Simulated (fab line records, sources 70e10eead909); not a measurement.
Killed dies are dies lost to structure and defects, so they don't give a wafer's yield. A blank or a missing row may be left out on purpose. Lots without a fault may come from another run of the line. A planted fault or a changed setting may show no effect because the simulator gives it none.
Chamber matching | flow nand_harc | NHARC_A_STAIRCASE_ETCH_271 on rie_diel-04: 4 sister chambers
The step etches the open film in CF4/CHF3. 16 wafers are shown with their chamber, then 8 later ones without.

WAFERS WITH THEIR CHAMBER
wafer  | chamber | showerhead_plenum_p_Torr (Torr) | rf_vpp_V (V) | throttle_valve_pct (%)
L078.2 | 1       | 1.70                            | 374.0        | 16.811
L078.3 | 2       | 1.57                            | 371.5        | 16.793
L078.6 | 2       | 1.57                            | 372.4        | 16.806
L082.2 | 1       | 1.69                            | 374.4        | 16.795
L082.5 | 2       | 1.57                            | 369.7        | 16.818
L082.6 | 0       | 1.46                            | 366.3        | 16.790
L085.1 | 3       | 1.55                            | 370.0        | 16.799
L085.4 | 3       | 1.55                            | 370.3        | 16.807
L085.5 | 1       | 1.69                            | 373.9        | 16.829
L084.3 | 3       | 1.55                            | 368.9        | 16.800
L084.4 | 3       | 1.55                            | 369.7        | 16.814
L084.5 | 0       | 1.46                            | 366.0        | 16.806
L088.3 | 2       | 1.57                            | 372.2        | 16.804
L088.4 | 1       | 1.69                            | 375.5        | 16.809
L088.6 | 0       | 1.46                            | 365.9        | 16.797
L092.3 | 3       | 1.54                            | 369.8        | 16.799

SIGNATURES (means of the wafers above)
reading                  | chamber 0 | chamber 1 | chamber 2 | chamber 3 | scatter within a chamber
showerhead_plenum_p_Torr | 1.4600    | 1.6925    | 1.5700    | 1.5480    | 0.00359
rf_vpp_V                 | 366.067   | 374.450   | 371.450   | 369.740   | 0.781
throttle_valve_pct       | 16.79767  | 16.81100  | 16.80525  | 16.80380  | 0.01
Rule: a wafer's distance from a chamber is the root of the sum, over the readings, of the square of ((its reading less the chamber's mean) divided by the reading's scatter). The wafer belongs to the nearest chamber; if the next one is less than 2 further off, it can't be placed. The scatter: the root of (the sum of the squares of (reading less its chamber's mean) over the shown wafers, divided by (wafers less chambers)).

WAFERS WITHOUT THEIR CHAMBER
wafer  | showerhead_plenum_p_Torr (Torr) | rf_vpp_V (V) | throttle_valve_pct (%)
L092.4 | 1.68                            | 373.9        | 16.805
L092.5 | 1.54                            | 369.1        | 16.801
L095.3 | 1.70                            | 375.2        | 16.795
L095.5 | 1.70                            | 374.2        | 16.796
L095.6 | 1.68                            | 373.7        | 16.800
L096.2 | 1.68                            | 374.3        | 16.786
L096.3 | 1.56                            | 369.8        | 16.803
L096.6 | 1.68                            | 373.7        | 16.801

WHICH CHAMBER EACH WENT THROUGH
wafer  | from the rows above     | in truth
L092.4 | 1                       | 1
L092.5 | 3                       | 3
L095.3 | 1                       | 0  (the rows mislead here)
L095.5 | 1                       | 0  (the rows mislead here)
L095.6 | 1                       | 1
L096.2 | 1                       | 1
L096.3 | can't be placed: 3 or 2 | 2
L096.6 | 1                       | 1
Placed correctly: 5 of 8. Can't be placed from these rows: 1 (the true chamber is among the candidates in 1). Placed wrongly: 2.
